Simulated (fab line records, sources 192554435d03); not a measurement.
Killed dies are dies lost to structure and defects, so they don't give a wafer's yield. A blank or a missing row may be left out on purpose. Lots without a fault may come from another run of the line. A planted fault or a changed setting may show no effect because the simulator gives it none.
fab line records | flow n5_finfet
record lots=4 wafers=12 last_day=17
route steps=1938 shown HKMG_FIN@428 GATE_CUT@465 BEOL_M4@1111 PASSIVATION@1936
lots that met no fault: from a run of the same line without faults
start_h: hours from the record's first day to the start of the lot's first wafer shown | wait_h: hours since the lot's step before | " the same as in the row above | L1.1+2: a row that stands for several wafers | - no value, or no start given | * or withheld: withheld | < > ~ a bound
route shown NAME@n: a module of which the file shows steps, and the number in the route of the first | usual: mean/standard deviation of fault-free wafers | same: alike in all rows | chamber/n: place in a boat | sites: the reading at each site | _std_site: their standard deviation | _edge_site: outer sites' mean less inner sites' | radius_mm: how far each site lies from the wafer's centre | mask NAME#n: copy n | behind: the tool/chamber that last shaped the wafer | hold: why the lot was held/for how many hours/how that ended | device: the transistor (n, p or np) that didn't switch | end of line: the same wafers' tests at the end of the route | a step without rows: its recipe alone | killed: dies lost to structure and defects at the first sort, not the wafer's yield | map: a wafer's dies, x killed, . not, _ none there
set.NAME: the setting as run; set.NAME@STEP: as run at that earlier step | model.NAME: the simulator's own value behind a step, which no gauge read
lots at some steps of the route; a table a step, a row a wafer
## steps
# step N5_HKMG_FIN_PEB_10
# recipe peb_temp_c=withheld peb_time_s=60 resist=CAR-ArF
# step N5_HKMG_FIN_DEVELOP_11
# recipe develop_time_s=30 developer=TMAH resist=CAR-ArF dev_temp_c=23 rinse_liquid=diw dry=air_spin
# step N5_HKMG_FIN_DESCUM_17
# recipe chemistry=O2 time_s=7.9 source_power_w=50 bias_power_w=20 pressure_mtorr=20 rf_frequency_hz=2.712e+07 temp_c=40 resist=CAR-ArF o2_flow_sccm=225
# step N5_HKMG_FIN_ETCH_31
# recipe chemistry=CF4 target=SiARC target_depth_a=455 mask_material=CAR-ArF time_s=75.8 ion_energy_ev=80 pressure_mtorr=40 source_w=545 bias_w=36 Ar_flow_sccm=100 cf4_flow_sccm=100 ends=cleared
# step N5_HKMG_FIN_ETCH_32
# recipe chemistry=N2/H2 target=SOC target_depth_a=2400 temp_c=40 time_s=300 ion_energy_ev=200 mask_material=SiARC pressure_mtorr=30 source_w=840 bias_w=150 n2_flow_sccm=200 h2_flow_sccm=200
# step N5_HKMG_FIN_STRIP_33
# recipe chemistry=N2/H2 temp_c=40 n2_flow_sccm=200 h2_flow_sccm=200 rf_frequency_hz=6e+07
# step N5_HKMG_FIN_STRIP_34
# recipe chemistry=CF4 resist=SiARC power_w=300 bias_power_w=75 pressure_mtorr=50 cf4_flow_sccm=150 rf_frequency_hz=6e+07
# step N5_HKMG_FIN_ETCH_35
# recipe chemistry=N2/H2 target=SOC target_depth_a=2158 ion_energy_ev=65 bias_w=5 source_w=3000 time_s=243.4 pressure_mtorr=30 n2_flow_sccm=200 h2_flow_sccm=200
# step N5_HKMG_FIN_STRIP_92
# recipe chemistry=N2/H2 material=SOC time_s=20 power_w=500 temp_c=40 pressure_mtorr=50 rf_frequency_hz=6e+07 bias_power_w=8 h2_frac=0.5 n2_flow_sccm=300 h2_flow_sccm=300
# step N5_HKMG_FIN_WET_ETCH_18
# recipe chemistry=SC1 target=TiN mix=1:1:5 temp_c=* time_s=55 target_depth_nm=5.2 dry=ipa_marangoni rinse_time_s=30 rinse_temp_c=23
# usual diw_flow_mL_min=1071/3.6
# columns lot.wafer tool chamber start_h wait_h diw_flow_mL_min
L409.1 wet_bench-01 0 95.11 0.1 1068
L409.2 " 4 " " 1076
L409.4 " 3 " " 1067
L411.1 wet_bench-01 5 111.71 0.1 1065
L411.4 " 1 " " 1078
L411.5 " 2 " " 1070
L413.2 wet_bench-01 3 117.90 0.1 1067
L413.4 " 1 " " 1072
L413.5 " 7 " " 1069
L428.2 wet_bench-01 2 208.40 0.1 1076
L428.5 " 4 " " 1073
L428.6 " 6 " " 1075
# step N5_HKMG_FIN_STRIP_19
# recipe chemistry=N2/H2 power_w=2500 temp_c=300 h2_frac=0.65 time_s=360 pressure_mtorr=withheld n2_flow_sccm=1750 h2_flow_sccm=3250
# step N5_HKMG_FIN_ALD_91
# recipe material=TiN target_thk_a=10 temp_c=400 ald_precursor_family=TiCl4 ald_co_reactant=NH3 pulse_time_s=1 purge_time_s=3 co_reactant_purge_time_s=2 co_reactant_pulse_time_s=2 ald_cycles=47 pressure_torr=3
# step N5_HKMG_FIN_COAT_85
# recipe resist=SOC temp_c=250 time_s=60 spin_rpm=1500 resist_thk_nm=300
# step N5_HKMG_FIN_ETCH_86
# recipe chemistry=N2/H2 target=SOC target_depth_a=3932 stop_on=TiN ion_energy_ev=100 bias_w=61 pressure_mtorr=30 source_w=850 n2_flow_sccm=200 h2_flow_sccm=200
# step N5_HKMG_FIN_STRIP_89
# recipe chemistry=N2/H2 material=SOC time_s=20 power_w=500 temp_c=40 pressure_mtorr=50 rf_frequency_hz=6e+07 bias_power_w=8 h2_frac=0.5 n2_flow_sccm=300 h2_flow_sccm=300
# step N5_HKMG_FIN_WET_ETCH_87
# recipe chemistry=SC1 target=TiN mix=1:2:40 temp_c=50 time_s=154.2 target_depth_nm=4.7 dry=ipa_marangoni rinse_time_s=30 rinse_temp_c=23
# step N5_HKMG_FIN_STRIP_88
# recipe chemistry=N2/H2 power_w=2500 temp_c=300 h2_frac=0.65 time_s=360 pressure_mtorr=withheld n2_flow_sccm=1750 h2_flow_sccm=3250
# step N5_HKMG_FIN_NWFM_ALD_20
# recipe material=TiAlC target_thk_a=20 temp_c=300 ald_precursor_family=TiCl4 ald_co_reactant=TEA pulse_time_s=3 purge_time_s=2 co_reactant_purge_time_s=2 co_reactant_pulse_time_s=10 ald_cycles=7 pressure_torr=3
# step N5_HKMG_FIN_ALD_71
# recipe material=TiN target_thk_a=10 temp_c=400 ald_precursor_family=TiCl4 ald_co_reactant=NH3 pulse_time_s=1 purge_time_s=3 co_reactant_purge_time_s=2 co_reactant_pulse_time_s=2 ald_cycles=47 pressure_torr=3
# step N5_HKMG_FIN_COAT_66
# recipe resist=SOC temp_c=250 time_s=60 spin_rpm=1500 resist_thk_nm=300
# step N5_HKMG_FIN_ETCH_67
# recipe chemistry=N2/H2 target=SOC target_depth_a=3889 stop_on=TiN ion_energy_ev=100 bias_w=61 pressure_mtorr=30 source_w=850 n2_flow_sccm=200 h2_flow_sccm=200
# step N5_HKMG_FIN_STRIP_90
# recipe chemistry=N2/H2 material=SOC time_s=20 power_w=500 temp_c=40 pressure_mtorr=50 rf_frequency_hz=6e+07 bias_power_w=8 h2_frac=0.5 n2_flow_sccm=300 h2_flow_sccm=300
# step N5_HKMG_FIN_WET_ETCH_73
# recipe chemistry=SC1 mix=1:2:40 temp_c=50 time_s=42.3 target_depth_nm=1.3 dry=ipa_marangoni rinse_time_s=30 rinse_temp_c=23
# step N5_HKMG_FIN_ETCHBACK_68
# recipe chemistry=Cl2/Ar stop_on=HfO2 target_depth_a=5 pressure_mtorr=10 icp_w=600 bias_w=60 Cl2_flow_sccm=40 Ar_flow_sccm=60
# step N5_HKMG_FIN_STRIP_69
# recipe chemistry=N2/H2 power_w=2500 temp_c=300 h2_frac=0.65 time_s=360 pressure_mtorr=withheld n2_flow_sccm=1750 h2_flow_sccm=3250
# step N5_HKMG_FIN_ALD_21
# recipe material=TiN target_thk_a=15 temp_c=400 ald_precursor_family=TiCl4 ald_co_reactant=NH3 pulse_time_s=1 purge_time_s=3 co_reactant_purge_time_s=2 co_reactant_pulse_time_s=2 ald_cycles=68 pressure_torr=3
# step N5_HKMG_FIN_ALD_72
# recipe material=W target_thk_a=20 temp_c=300 pressure_torr=7.5 ald_precursor_family=WF6 ald_co_reactant=B2H6 pulse_time_s=1 purge_time_s=2 co_reactant_purge_time_s=2 co_reactant_pulse_time_s=3 ald_cycles=7
# step N5_HKMG_FIN_W_FILL_22
# recipe material=W target_thk_a=600 temp_c=400 pressure_torr=39.4 time_s=18.2
# step N5_HKMG_FIN_PRECLEAN_83
# recipe chemistry=DIW time_s=57.5 temp_c=23
# step N5_HKMG_FIN_SRD_84
# recipe dry_time_s=32 dry=n2_spin spin_rpm=1500
# step N5_HKMG_FIN_CMP_23
# recipe stop_on=SiNx t_overpolish_s=10 post_cmp_clean=rinse_only down_force_psi=4 platen_rpm=50.289 pad_velocity_m_s=1.0006 target_thk_nm=46.326
# step N5_HKMG_FIN_CMP_94
# recipe stop_on=SiNx post_cmp_clean=w_dilute_nh4oh t_overpolish_s=4.7 down_force_psi=4 platen_rpm=50.289 pad_velocity_m_s=1.0006 target_thk_nm=43.299
# step N5_GATE_CUT_ETCHBACK_00
# recipe chemistry=SF6/Cl2 target=W pressure_mtorr=8 icp_w=900 bias_w=80 SF6_flow_sccm=40 Cl2_flow_sccm=60
# step N5_GATE_CUT_ETCH_56
# recipe chemistry=Cl2/Ar target=TiN target_depth_a=216 pressure_mtorr=10 icp_w=600 bias_w=60 Cl2_flow_sccm=40 Ar_flow_sccm=60
# step N5_GATE_CUT_ETCHBACK_30
# recipe chemistry=Cl2/Ar target=TiN target_depth_a=30 mode=isotropic pressure_mtorr=10 icp_w=600 bias_w=60 Cl2_flow_sccm=40 Ar_flow_sccm=60
# step N5_GATE_CUT_VAPOR_ETCH_60
# recipe chemistry=BCl3/Cl2 target=HfO2 mode=isotropic
# step N5_GATE_CUT_ETCH_58
# recipe chemistry=CH3F/O2 target=SiNx target_depth_a=170 time_s=128.6 ion_energy_ev=50 pressure_mtorr=30 source_w=415 bias_w=21 Ar_flow_sccm=150 CH3F_flow_sccm=30 O2_flow_sccm=20
# step N5_BEOL_M4_RC_MEAS_101
# usual DIBL_N=36.4/1.7 DIBL_P=36.4/2.1 IOFF_N=0.16/0.035 IOFF_N_85C=3.2/0.57 IOFF_N_LIN=0.076/0.013 IOFF_N_LONG=5.64e-05/2.8e-06 IOFF_P=0.21/0.035 ION_N=680/11 ION_P=465/6.8 SS_N=71.5/0.58 SS_P=73.2/0.72 VT_N=249/3.6 VT_N_LONG=274.6/2.2 VT_N_LVT=97/3.3 VT_P=-250/3.1
# columns lot.wafer tool chamber start_h wait_h DIBL_N[mV/V] DIBL_P[mV/V] IOFF_N[nA/um] IOFF_N_85C[nA/um] IOFF_N_LIN[nA/um] IOFF_N_LONG[nA/um] IOFF_P[nA/um] ION_N[uA/um] ION_P[uA/um] SS_N[mV/dec] SS_P[mV/dec] VT_N[mV] VT_N_LONG[mV] VT_N_LVT[mV] VT_P[mV]
L409.1 prober-01 0 191.17 0.0 33.8 33.2 0.13 2.7 0.062 6.15e-05 0.16 675 458 71.6 72.6 252 273.0 102 -253
L409.2 " 0 " " 35.7 36.7 0.18 3.4 0.080 6e-05 0.22 687 463 71.3 73.2 251 273.4 97 -249
L409.4 " 0 " " 39.0 38.9 0.27 4.8 0.107 6.05e-05 0.27 704 467 73.1 73.9 243 274.9 90 -246
L411.1 prober-02 0 209.34 0.0 35.2 36.3 0.06 1.3 0.027 3.16e-05 0.19 614 461 71.4 72.7 274 299.1 128 -254
L411.4 " 0 " " 38.1 38.2 0.07 1.6 0.033 3.33e-05 0.22 632 470 71.7 73.9 277 302.5 125 -252
L411.5 " 0 " " 32.7 32.5 0.04 1.0 0.021 3.2e-05 0.14 607 453 70.7 71.8 281 304.1 131 -255
L413.2 prober-02 0 216.38 0.2 36.6 37.4 0.07 1.6 0.032 3.29e-05 0.22 627 466 71.8 73.5 271 301.8 124 -249
L413.4 " 0 " " 33.7 35.1 0.06 1.3 0.027 3.23e-05 0.20 626 476 71.4 72.9 275 298.8 124 -252
L413.5 " 0 " " 34.7 36.9 0.06 1.4 0.029 3.27e-05 0.21 623 470 71.4 73.9 273 299.7 124 -250
L428.2 prober-01 0 306.27 0.7 37.3 36.7 0.16 3.1 0.074 5.66e-05 0.23 682 467 71.7 72.8 249 273.0 96 -247
L428.5 " 0 " " 35.5 34.1 0.14 2.7 0.066 5.55e-05 0.19 683 469 71.3 73.1 252 273.5 98 -251
L428.6 " 0 " " 37.7 37.6 0.17 3.3 0.078 5.59e-05 0.25 686 471 71.9 73.9 249 276.7 96 -247
# step N5_PASSIVATION_PROBE_49
# usual defect_limited_yield=91.3/1.4 killed_at_M0_to_M3=36/11 killed_at_M4_up=13/5.2 killed_at_contacts=13/6.5 killed_at_front_end=37/11 killed_at_other=3.6/2.9 killed_dies=103/17 killed_open=68/12 killed_short=33/7.3 sort_bin_5_function=5.2/0.91 sort_bin_6_memory=3.2/0.67 sort_bin_8_speed=0.00/0.0099 sort_n_pass=1077/17 sort_yield_pct=91.3/1.4
# same gross_dies=1180 killed_at_back_side=0 sort_bin_4_leakage[%]=0
# columns lot.wafer tool chamber start_h wait_h defect_limited_yield[%] killed_at_M0_to_M3 killed_at_M4_up killed_at_contacts killed_at_front_end killed_at_other killed_dies killed_open killed_short sort_bin_5_function[%] sort_bin_6_memory[%] sort_bin_8_speed[%] sort_n_pass sort_yield_pct[%]
L409.1 prober-01 - 294.77 0.0 92.1 49 3 14 26 1 93 61 30 4.4 2.9 0 1087 92.1
L409.2 prober-01 - 294.82 0.1 87.5 73 17 19 34 4 147 101 45 7.5 4.7 0 1033 87.5
L409.4 prober-01 - 294.92 0.2 90.3 47 6 28 32 2 115 73 42 6.1 3.3 0 1065 90.3
L411.1 prober-01 - 320.31 0.0 89.8 46 18 9 37 10 120 83 29 5.8 3.3 53.98 423 35.8
L411.4 prober-01 - 320.46 0.2 90.3 52 10 12 39 1 114 76 38 5.0 4.3 6.36 991 84.0
L411.5 prober-01 - 320.51 0.2 88.7 64 15 6 44 4 133 95 38 6.9 3.8 85.17 42 3.6
L413.2 prober-01 - 323.37 0.1 91.7 42 11 1 42 2 98 59 39 5.5 2.6 24.92 788 66.8
L413.4 prober-01 - 323.47 0.2 91.0 25 19 16 45 1 106 76 29 5.3 3.5 15.17 895 75.8
L413.5 prober-01 - 323.52 0.2 91.8 32 7 16 35 7 97 72 24 4.7 3.3 17.80 873 74.0
L428.2 prober-01 - 409.95 0.1 91.3 34 23 14 25 7 103 76 27 4.7 3.6 0 1077 91.3
L428.5 prober-01 - 410.10 0.2 90.4 59 20 6 23 5 113 80 33 5.7 3.6 0 1067 90.4
L428.6 prober-01 - 410.15 0.3 89.9 50 17 4 40 8 119 76 41 5.8 4.1 0 1061 89.9
# killed by level:class
L409.1 BEOL_M3:geometric_particle:open=13 MOL_CONTACT_COAG:geometric_particle:open=10 BEOL_M0_SAQP:geometric_particle:short=9 BEOL_M1:geometric_particle:open=8 BEOL_M2:geometric_particle:open=7 FIN_SAQP:geometric_particle:open=6 BEOL_M0_SAQP:geometric_particle:open=6 FIN_SAQP:geometric_particle:short=5
L409.2 BEOL_M0_SAQP:geometric_particle:short=15 BEOL_M3:geometric_particle:open=14 MOL_CONTACT_COAG:geometric_particle:open=14 BEOL_M2:geometric_particle:open=12 STI_FIN_REVEAL:geometric_particle:open=11 BEOL_M1:geometric_particle:open=11 BEOL_M0_SAQP:geometric_particle:open=10 BEOL_M4:geometric_particle:open=6
L409.4 MOL_CONTACT_COAG:geometric_particle:open=23 BEOL_M0_SAQP:geometric_particle:short=14 FIN_SAQP:geometric_particle:short=9 BEOL_M3:geometric_particle:open=8 BEOL_M0_SAQP:geometric_particle:open=7 BEOL_M1:geometric_particle:open=7 FIN_SAQP:geometric_particle:open=6 MOL_CONTACT_COAG:geometric_particle:short=5
L411.1 BEOL_M2:geometric_particle:open=14 BEOL_M3:geometric_particle:open=13 BEOL_M4:geometric_particle:open=10 HKMG_FIN:area_etch=8 STI_FIN_REVEAL:geometric_particle:open=7 FIN_SAQP:geometric_particle:open=6 FIN_SAQP:geometric_particle:short=6 BEOL_M0_SAQP:geometric_particle:open=6
L411.4 BEOL_M0_SAQP:geometric_particle:open=14 BEOL_M2:geometric_particle:open=13 BEOL_M0_SAQP:geometric_particle:short=12 FIN_SAQP:geometric_particle:open=10 MOL_CONTACT_COAG:geometric_particle:open=10 FIN_SAQP:geometric_particle:short=7 BEOL_M4:geometric_particle:open=6 BEOL_M3:geometric_particle:open=5
L411.5 BEOL_M2:geometric_particle:open=20 STI_FIN_REVEAL:geometric_particle:open=17 BEOL_M3:geometric_particle:open=13 BEOL_M0_SAQP:geometric_particle:open=9 FIN_SAQP:geometric_particle:open=8 BEOL_M0_SAQP:geometric_particle:short=8 FIN_SAQP:geometric_particle:short=7 BEOL_M1:geometric_particle:open=5
L413.2 FIN_SAQP:geometric_particle:open=11 DUMMY_GATE:geometric_particle:open=8 BEOL_M0_SAQP:geometric_particle:short=8 BEOL_M1:geometric_particle:open=7 FIN_SAQP:geometric_particle:short=6 BEOL_M2:geometric_particle:open=6 BEOL_M3:geometric_particle:open=6 GATE_CUT:geometric_particle:short=5
L413.4 FIN_SAQP:geometric_particle:open=20 MOL_CONTACT_COAG:geometric_particle:open=12 BEOL_M3:geometric_particle:open=10 FIN_CUT:geometric_particle:open=5 BEOL_M2:geometric_particle:open=5 BEOL_M4:geometric_particle:open=5 STARTING-WAFER:geometric_particle:short=5 MOL_CONTACT_COAG:geometric_particle:short=4
L413.5 MOL_CONTACT_COAG:geometric_particle:open=14 BEOL_M2:geometric_particle:open=9 BEOL_M3:geometric_particle:open=9 BEOL_M0_SAQP:geometric_particle:short=7 STI_FIN_REVEAL:geometric_particle:open=6 DUMMY_GATE:geometric_particle:open=5 STARTING-WAFER:geometric_particle:open=4 FIN_SAQP:geometric_particle:open=3
L428.2 BEOL_M4:geometric_particle:open=14 MOL_CONTACT_COAG:geometric_particle:open=12 BEOL_M0_SAQP:geometric_particle:short=8 BEOL_M0_SAQP:geometric_particle:open=8 FIN_SAQP:geometric_particle:open=7 BEOL_M3:geometric_particle:open=5 STI_FIN_REVEAL:geometric_particle:open=4 STARTING-WAFER:geometric_particle:short=4
L428.5 BEOL_M3:geometric_particle:open=20 BEOL_M0_SAQP:geometric_particle:open=16 BEOL_M0_SAQP:geometric_particle:short=9 FIN_SAQP:geometric_particle:open=8 BEOL_M4:geometric_particle:open=8 BEOL_M1:geometric_particle:open=6 BEOL_M3:geometric_particle:short=4 BEOL_M4:geometric_particle:short=4
L428.6 BEOL_M3:geometric_particle:open=15 FIN_SAQP:geometric_particle:open=12 BEOL_M0_SAQP:geometric_particle:short=12 FIN_SAQP:geometric_particle:short=9 BEOL_M4:geometric_particle:open=8 BEOL_M1:geometric_particle:open=7 BEOL_M3:geometric_particle:short=6 STI_FIN_REVEAL:geometric_particle:open=5
# map L411.5 (x killed, . not)
_________________............________________
______________x.....x..........._____________
___________.........x....x.........__________
__________...........x...x.........._________
________...x.......x.x..x.........x..._______
_______.x...x......x...x.........x..x.x______
______.x...........x..x.x.xx............_____
_____................x.......x....x..x...____
____.x....................x...............___
___...............x................x.......__
___....x......x.....x....x.....x...........__
__....x.........x............x....x........._
__....xx.x..x....x................x.....x.x._
_.x...x...................................xx.
_...........x.x.....x.........x..............
_....x...........x.............x.x...x...x...
_x..................x.........x..............
_.x........x.......x......x.x...x.....xx.....
_....x.x..............x.................x....
_x...x...................x.......x...........
_...............x..x...........x......x......
__........x..........x..............x.x..x.._
__.........................x...x........x..._
___x..........................x...x........__
___.....x..................................__
____.xx.............x...xx................___
_____.....x.........x..x..x....xx.....x..____
______...........x...................x.x_____
_______.x.x.....x..x................x..______
________x..............x.x............_______
__________x....xx..x............x..._________
___________x.x......xxx.......x....__________
______________.................._____________
_________________.x..........________________
# map L413.4 (x killed, . not)
_________________.......x.x..________________
______________............x....._____________
___________..x.x...................__________
__________..........x...........x..._________
________.............x............x..._______
_______...............................x______
______..................x...........x..._____
_____....x.....x...x.x.......x...........____
____..............x.....x.....x......x.x..___
___...x..........x.........................__
___...x......x.......x.....................__
__.......x...................xx............._
__.............x.........x.......x....x....._
_x..............xx.x........................x
_............x...............................
_........x........x.............x..x.........
_....x......x...........x......x.............
_.........x............................x.....
_.x.....x...............x.x...x.x............
_.x..x.........x..x....x..x......x...........
_...............x....................x...x...
__.........x......x...xx.......x............_
__..x...x.............x.x..x......x..x..x..._
___............................x...........__
___..x.................x........x.......xx.__
____.......x.............x..............x.___
_____....................................____
______.x...x.....x......xxx...x........._____
_______.........x..................xx..______
________x..........xx............x...._______
__________...........x.x............_________
___________....x...................__________
______________.....x............_____________
_________________............________________
## key
first_sign step=N5_BEOL_M4_RC_MEAS_101 reading=VT_N_LONG direction=up sigmas=12 usual=274.6 struck=301.0
effect step=N5_BEOL_M4_RC_MEAS_101 reading=VT_N_LVT direction=up sigmas=8.7 usual=97 struck=126
effect step=N5_BEOL_M4_RC_MEAS_101 reading=IOFF_N_LONG direction=down sigmas=8.7 usual=5.64e-05 struck=3.25e-05
effect step=N5_BEOL_M4_RC_MEAS_101 reading=VT_N direction=up sigmas=7.2 usual=249 struck=275
effect step=N5_BEOL_M4_RC_MEAS_101 reading=ION_N direction=down sigmas=5.2 usual=680 struck=621
effect step=N5_BEOL_M4_RC_MEAS_101 reading=IOFF_N_LIN direction=down sigmas=3.6 usual=0.076 struck=0.028
effect step=N5_BEOL_M4_RC_MEAS_101 reading=IOFF_N_85C direction=down sigmas=3.2 usual=3.2 struck=1.4
effect step=N5_BEOL_M4_RC_MEAS_101 reading=IOFF_N direction=down sigmas=3 usual=0.16 struck=0.06
effect step=N5_PASSIVATION_PROBE_49 reading=sort_bin_8_speed direction=up sigmas=99+ usual=0.00 struck=33.90
met_at N5_HKMG_FIN_WET_ETCH_18
struck_wafers L411.1,L411.4,L411.5,L413.2,L413.4,L413.5
onset_between 95.11 111.71
fault kind=process_parameter_drift tool=wet_bench-01 chamber=- onset_h=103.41 steps=N5_HKMG_FIN_WET_ETCH_18 channel=time_s offset=* shape=step end_h=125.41 acts_in=* stated=*
